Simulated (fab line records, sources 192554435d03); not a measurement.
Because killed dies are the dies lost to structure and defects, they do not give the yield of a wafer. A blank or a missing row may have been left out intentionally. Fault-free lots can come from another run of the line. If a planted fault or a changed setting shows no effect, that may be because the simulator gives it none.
Chamber matching / flow n5 finfet / 4 sister chambers for N5_BEOL_M5_ETCH_67 on rie diel-06
The step etches SiARC in CF4, target depth 15.6 nm, time 26 s. 8 wafers are shown with their chamber, then 10 later ones without.

== WAFERS PAIRED WITH THEIR CHAMBERS ==
wafer=L082.6; chamber=0; drypump motor current A (A)=6.2; oes product au (a.u.)=0.58
wafer=L084.2; chamber=0; drypump motor current A (A)=6.2; oes product au (a.u.)=0.59
wafer=L084.5; chamber=3; drypump motor current A (A)=5.8; oes product au (a.u.)=0.66
wafer=L085.3; chamber=1; drypump motor current A (A)=5.3; oes product au (a.u.)=0.66
wafer=L085.4; chamber=3; drypump motor current A (A)=5.8; oes product au (a.u.)=0.66
wafer=L085.5; chamber=2; drypump motor current A (A)=6.6; oes product au (a.u.)=0.86
wafer=L088.1; chamber=1; drypump motor current A (A)=5.2; oes product au (a.u.)=0.65
wafer=L088.4; chamber=2; drypump motor current A (A)=6.6; oes product au (a.u.)=0.81

== WAFERS WITH NO CHAMBER GIVEN ==
wafer=L088.6; drypump motor current A (A)=6.6; oes product au (a.u.)=0.82
wafer=L091.2; drypump motor current A (A)=5.2; oes product au (a.u.)=0.65
wafer=L091.3; drypump motor current A (A)=6.6; oes product au (a.u.)=0.81
wafer=L091.4; drypump motor current A (A)=6.2; oes product au (a.u.)=0.83
wafer=L092.2; drypump motor current A (A)=6.6; oes product au (a.u.)=0.81
wafer=L092.4; drypump motor current A (A)=6.2; oes product au (a.u.)=0.82
wafer=L092.5; drypump motor current A (A)=6.6; oes product au (a.u.)=0.80
wafer=L095.1; drypump motor current A (A)=5.2; oes product au (a.u.)=0.64
wafer=L095.3; drypump motor current A (A)=6.6; oes product au (a.u.)=0.78
wafer=L095.6; drypump motor current A (A)=5.2; oes product au (a.u.)=0.64

== THE CHAMBER EACH PASSED THROUGH ==
wafer=L088.6; from the rows above=2; in truth=2
wafer=L091.2; from the rows above=1; in truth=1
wafer=L091.3; from the rows above=2; in truth=2
wafer=L091.4; from the rows above=2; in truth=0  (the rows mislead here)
wafer=L092.2; from the rows above=2; in truth=2
wafer=L092.4; from the rows above=can't be placed: 2 or 0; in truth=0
wafer=L092.5; from the rows above=2; in truth=2
wafer=L095.1; from the rows above=1; in truth=1
wafer=L095.3; from the rows above=2; in truth=2
wafer=L095.6; from the rows above=1; in truth=1
8 of 10 placed correctly. Can't be placed from these rows: 1 (the true chamber is among the candidates in 1). 1 placed wrongly.
How it was worked out, from the rows above alone: a wafer's distance from a chamber is the root of the sum, over the readings, of the square of ((its reading less the chamber's mean) divided by the reading's scatter). The wafer belongs to the nearest chamber; if the next one is less than 2 further off, it can't be placed. The mean given for a chamber averages the wafers shown for that chamber. The scatter: the root of (the sum of the squares of (reading less its chamber's mean) over the shown wafers, divided by (wafers less chambers)).
